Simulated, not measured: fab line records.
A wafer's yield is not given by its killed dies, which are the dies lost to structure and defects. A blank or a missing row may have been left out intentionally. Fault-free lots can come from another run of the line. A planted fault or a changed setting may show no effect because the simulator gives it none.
Matching of chambers	flow nand_harc	4 sister chambers for NHARC_A_STAIRCASE_ETCH_292 on rie_diel-12
The step etches the open film in CF4/CHF3. 18 wafers are shown with their chamber, then 9 later ones without.

## WAFERS WITH THEIR CHAMBER
wafer	chamber	showerhead_plenum_p_Torr (Torr)	rf_vpp_V (V)	throttle_valve_pct (%)
L673.2	1	1.68	374.7	16.808
L673.3	2	1.59	370.4	16.800
L673.5	0	1.70	375.7	16.808
L677.1	2	1.59	371.5	16.808
L677.2	1	1.68	374.2	16.812
L677.3	0	1.69	373.5	16.806
L678.2	1	1.68	373.0	16.791
L678.3	0	1.69	374.6	16.788
L678.4	2	1.59	371.1	16.810
L684.2	0	1.69	374.6	16.793
L684.3	2	1.59	371.7	16.792
L684.5	0	1.69	375.4	16.800
L686.2	1	1.67	374.0	16.805
L686.3	0	1.69	373.4	16.803
L686.5	2	1.59	371.1	16.820
L693.2	3	1.63	373.3	16.794
L693.3	0	1.68	374.1	16.804
L693.6	1	1.67	373.6	16.795

SIGNATURES, as means of the wafers listed above
reading	chamber 0	chamber 1	chamber 2	chamber 3	scatter within a chamber
showerhead_plenum_p_Torr	1.6900	1.6760	1.5900	1.6300	0.00478
rf_vpp_V	374.471	373.900	371.160	373.300	0.72
throttle_valve_pct	16.80029	16.80220	16.80600	16.79400	0.00878
Rule: for each reading, subtract the chamber's mean from the wafer's reading, divide by that reading's scatter and square the result; add these up over the readings and take the root, which gives the wafer's distance from the chamber. The wafer belongs to the nearest chamber; if the next one is less than 2 further off, it can't be placed. How the scatter is found: for the shown wafers, subtract from each reading the mean of its chamber, square and add these, divide the total by (wafers less chambers), then take the root.

## WAFERS MISSING THEIR CHAMBER
wafer	showerhead_plenum_p_Torr (Torr)	rf_vpp_V (V)	throttle_valve_pct (%)
L696.1	1.68	375.5	16.825
L696.2	1.67	373.7	16.789
L696.4	1.58	368.8	16.797
L695.2	1.63	374.0	16.795
L695.3	1.67	374.2	16.805
L695.6	1.63	372.5	16.814
L694.1	1.63	372.8	16.801
L694.2	1.68	374.9	16.799
L694.5	1.63	372.7	16.791

## WHICH CHAMBER EACH WENT THROUGH
wafer	from the rows above	in truth
L696.1	can't be placed: 1 or 0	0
L696.2	1	1
L696.4	2	2
L695.2	3	3
L695.3	1	1
L695.6	3	3
L694.1	3	3
L694.2	can't be placed: 1 or 0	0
L694.5	3	3
Correctly placed: 7 of 9. Not placeable from these rows: 2 (in 2, the candidates include the true chamber). Number placed wrongly: 0.
